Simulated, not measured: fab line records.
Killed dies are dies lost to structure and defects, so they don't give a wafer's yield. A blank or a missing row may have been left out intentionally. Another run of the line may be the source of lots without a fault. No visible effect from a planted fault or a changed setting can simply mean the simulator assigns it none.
Chamber matching -- flow n5Finfet -- N5_BEOL_M8_CURE_75 on uvCure-03: 3 sister chambers
The step cures SiCOH lowk, time 120 s. 3 wafers are shown with their chamber, then 8 later ones without.

## WAFERS PAIRED WITH THEIR CHAMBERS
wafer,chamber,wafer_temp_C_max
L075.6,2,370.9
L088.6,0,371.3
L094.1,1,371.4

## WAFERS WITHOUT THEIR CHAMBER
wafer,wafer_temp_C_max
L094.3,371.7
L094.4,371.9
L093.2,371.1
L093.4,370.5
L093.6,371.6
L095.2,372.2
L095.5,372.0
L095.6,371.9

## WHICH CHAMBER EACH ONE RAN IN
wafer,from the rows above,in truth
L094.3,can't be placed: 1 or 0 or 2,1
L094.4,can't be placed: 1 or 0 or 2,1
L093.2,can't be placed: 0 or 2 or 1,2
L093.4,can't be placed: 2 or 0 or 1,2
L093.6,can't be placed: 1 or 0 or 2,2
L095.2,can't be placed: 1 or 0 or 2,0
L095.5,can't be placed: 1 or 0 or 2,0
L095.6,can't be placed: 1 or 0 or 2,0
Placed correctly: 0 of 8. Not placeable from these rows: 8 (in 8, the candidates include the true chamber). 0 placed wrongly.
How it was worked out, from the rows above alone: a wafer's distance from a chamber is the root of the sum, over the readings, of the square of ((its reading less the chamber's mean) divided by the reading's scatter). The wafer belongs to the nearest chamber; if the next one is less than 2 further off, it can't be placed. The mean given for a chamber averages the wafers shown for that chamber. The scatter: with one shown wafer a chamber, the root of the mean of the squares of how far each hidden wafer lies from its nearest shown one.
